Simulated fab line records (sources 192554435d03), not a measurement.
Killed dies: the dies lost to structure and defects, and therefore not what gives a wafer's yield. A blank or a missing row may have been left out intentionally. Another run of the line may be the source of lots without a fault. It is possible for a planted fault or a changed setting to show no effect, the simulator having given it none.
Lot-split experiment + flow n5Finfet + 21 wafers read from 7 lots, route of 1938 steps

== THE SPLIT ITSELF ==
At N5_BEOL_M10_ETCH_62 (etches SOC in N2/H2, target depth 110 nm, overetch 22 nm, time 165 s), the setting timeS was moved away from the recipe's 165 s on 9 of the 21 wafers read, by -22.2% to +18.7%. For the rest of the wafers, this setting stayed at what the recipe calls for.

Reading taken at the split's own step.

== THE READING ==
SiARC_of_BEOL_M10_COAT_60.thkNm (the simulator's own value, which no gauge read), in nm, at N5_BEOL_M10_ETCH_62 (etches SOC in N2/H2, target depth 110 nm, overetch 22 nm, time 165 s). There is no usual value for it anywhere in the file. Average 23.5 nm, standard deviation 0.32 nm, over the 12 wafers here run with the recipe.

| wafer  | tool, chamber at the split | timeS as run, s | against the recipe | SiARC_of_BEOL_M10_COAT_60.thkNm, nm | against lot-mates on the recipe |
|--------|----------------------------|-----------------|--------------------|-------------------------------------|---------------------------------|
| L074.2 | rieDiel-03, 2,0,2          | 165             | recipe             | 23.6                                | -                               |
| L074.3 | rieDiel-03, 2,0,2          | 165             | recipe             | 23.6                                | -                               |
| L074.5 | rieDiel-03, 2,0,2          | 165             | recipe             | 23.6                                | -                               |
| L076.3 | rieDiel-02, 0              | 165             | recipe             | 23.6                                | -                               |
| L076.4 | rieDiel-02, 3              | 165             | recipe             | 24                                  | -                               |
| L076.6 | rieDiel-02, 0              | 165             | recipe             | 23.8                                | -                               |
| L080.2 | rieDiel-03, 1,2            | 154.7           | -6.2%              | 24                                  | +0.8                            |
| L080.6 | rieDiel-03, 1,2            | 154.7           | -6.2%              | 24                                  | +0.8                            |
| L080.4 | rieDiel-03, 3              | 165             | recipe             | 23.2                                | -                               |
| L082.1 | rieDiel-02, 0              | 128.5           | -22.1%             | 24.8                                | +1.4                            |
| L082.2 | rieDiel-02, 1              | 165             | recipe             | 23.4                                | -                               |
| L082.5 | rieDiel-02, 2              | 128.5           | -22.1%             | 24.4                                | +1.0                            |
| L083.2 | rieDiel-02, 3              | 128.3           | -22.2%             | 25                                  | +2.1                            |
| L083.4 | rieDiel-02, 2              | 165             | recipe             | 23                                  | -                               |
| L083.6 | rieDiel-02, 2              | 165             | recipe             | 22.8                                | -                               |
| L089.3 | rieDiel-03, 3              | 195             | +18.2%             | 22.2                                | -1.4                            |
| L089.4 | rieDiel-03, 2              | 165             | recipe             | 23.6                                | -                               |
| L089.5 | rieDiel-03, 2              | 195             | +18.2%             | 22.4                                | -1.2                            |
| L087.2 | rieDiel-03, 0              | 165             | recipe             | 23.4                                | -                               |
| L087.4 | rieDiel-03, 2,1            | 195.9           | +18.7%             | 22.4                                | -1.0                            |
| L087.6 | rieDiel-03, 2,1            | 195.9           | +18.7%             | 22.4                                | -1.0                            |
Where a row lists several chambers, the file gives one row for several wafers and doesn't say which wafer went through which chamber.

FIT RESULTS
A straight line over all 21 wafers: SiARC_of_BEOL_M10_COAT_60.thkNm changes by -0.0595 nm for each +1% of timeS; r = -0.93; the points scatter about the line by 0.28 nm.
The same after taking each lot's own level away (the mean of its wafers on the recipe; 21 wafers): -0.0667 nm for each +1%; r = -0.96; scatter 0.24 nm.
That fit puts the effect of the largest move of timeS on the reading at 1.5 nm.
The lots' own levels span 22.90 to 23.80 nm, that is 2.8 times the standard deviation above.
So the lot-to-lot level changes the slope: the two fits differ.
Check: for one of the wafers moved furthest among these (-22.2%), held out of the fit, the line's prediction against its lot-mates is +1.38 nm. It came out at +2.1 nm against them.

== ADDITIONAL SPLITS CARRIED BY THESE WAFERS ==
Other splits were also applied to these wafers ahead of the reading. Each is held against what the fit with the lots' levels taken away leaves over:
| other split on the same wafers | wafers away from the commonest value | r with SiARC_of_BEOL_M10_COAT_60.thkNm (lot level and that fit taken away) |
|--------------------------------|--------------------------------------|----------------------------------------------------------------------------|
| N5_BEOL_M9_DESCUM_16 timeS     | 7                                    | +0.22                                                                      |
| N5_BEOL_M10_COAT_05 spinRpm    | 5                                    | +0.30                                                                      |

== THE WHOLE CHAIN: every reading that the file lists as answering this split, in the file's order ==
| step                   | what it does                                                         | reading                                                                          | change (the file's fit)                                                             | r (the file's) |
|------------------------|----------------------------------------------------------------------|----------------------------------------------------------------------------------|-------------------------------------------------------------------------------------|----------------|
| N5_BEOL_M10_ETCH_62    | etches SOC in N2/H2, target depth 110 nm, overetch 22 nm, time 165 s | SiARC_of_BEOL_M10_COAT_60.thkNm (the simulator's own value, which no gauge read) | -0.0708 nm for each +1% of the setting                                              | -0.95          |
| N5_BEOL_M10_HM_OPEN_17 | chemistry Cl2/BCl3, target TiN, target depth 20 nm, overetch 6 nm    | etch.depthNm (the simulator's own value, which no gauge read)                    | not straight: 20.2 at the lowest setting, 20.18 at the recipe, 17.06 at the highest | not given      |

== THE FILE'S OWN FIT ==
SiARC_of_BEOL_M10_COAT_60.thkNm changes by -0.0708 nm for each +1% of timeS, r = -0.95.
